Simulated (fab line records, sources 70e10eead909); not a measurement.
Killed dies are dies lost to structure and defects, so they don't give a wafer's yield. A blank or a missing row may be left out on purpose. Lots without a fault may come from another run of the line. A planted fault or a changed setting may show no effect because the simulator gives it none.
Chamber matching | flow nand_harc | NHARC_P_M1_PRE_CLEAN_32 on pecvd-03: 3 sister chambers
The step time 12 s. 20 wafers are shown with their chamber, then 10 later ones without.

WAFERS WITH THEIR CHAMBER
wafer  | chamber | heater_power_w (W) | rf_fwd_power_W (W)
L074.2 | 1       | 700                | 292.3
L074.5 | 2       | 662                | 294.0
L074.6 | 0       | 587                | 291.9
L076.1 | 2       | 618                | 292.4
L076.4 | 1       | 674                | 293.5
L076.6 | 2       | 622                | 291.8
L079.2 | 2       | 649                | 293.6
L079.3 | 0       | 589                | 290.9
L079.6 | 2       | 654                | 292.8
L081.1 | 1       | 657                | 292.5
L081.3 | 0       | 665                | 292.9
L081.5 | 0       | 659                | 293.5
L084.3 | 2       | 641                | 292.4
L084.5 | 1       | 614                | 292.2
L084.6 | 0       | 631                | 292.0
L086.1 | 2       | 573                | 292.1
L086.3 | 1       | 707                | 292.5
L086.6 | 0       | 631                | 292.1
L088.2 | 0       | 665                | 292.8
L088.3 | 1       | 654                | 293.6

SIGNATURES (means of the wafers above)
reading        | chamber 0 | chamber 1 | chamber 2 | scatter within a chamber
heater_power_w | 632.43    | 667.67    | 631.29    | 32.7
rf_fwd_power_W | 292.300   | 292.767   | 292.729   | 0.77
Rule: a wafer's distance from a chamber is the root of the sum, over the readings, of the square of ((its reading less the chamber's mean) divided by the reading's scatter). The wafer belongs to the nearest chamber; if the next one is less than 2 further off, it can't be placed. The scatter: the root of (the sum of the squares of (reading less its chamber's mean) over the shown wafers, divided by (wafers less chambers)).

WAFERS WITHOUT THEIR CHAMBER
wafer  | heater_power_w (W) | rf_fwd_power_W (W)
L088.6 | 653                | 294.3
L091.2 | 629                | 293.2
L091.5 | 626                | 293.9
L091.6 | 550                | 291.8
L095.3 | 600                | 291.6
L095.4 | 577                | 292.2
L095.5 | 652                | 293.8
L097.2 | 622                | 293.2
L097.4 | 617                | 292.5
L097.6 | 646                | 293.0

WHICH CHAMBER EACH WENT THROUGH
wafer  | from the rows above          | in truth
L088.6 | can't be placed: 1 or 2 or 0 | 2
L091.2 | can't be placed: 2 or 0 or 1 | 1
L091.5 | can't be placed: 2 or 1 or 0 | 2
L091.6 | can't be placed: 0 or 2 or 1 | 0
L095.3 | can't be placed: 0 or 2 or 1 | 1
L095.4 | can't be placed: 0 or 2 or 1 | 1
L095.5 | can't be placed: 1 or 2 or 0 | 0
L097.2 | can't be placed: 2 or 0 or 1 | 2
L097.4 | can't be placed: 2 or 0 or 1 | 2
L097.6 | can't be placed: 2 or 1 or 0 | 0
Placed correctly: 0 of 10. Can't be placed from these rows: 10 (the true chamber is among the candidates in 10). Placed wrongly: 0.
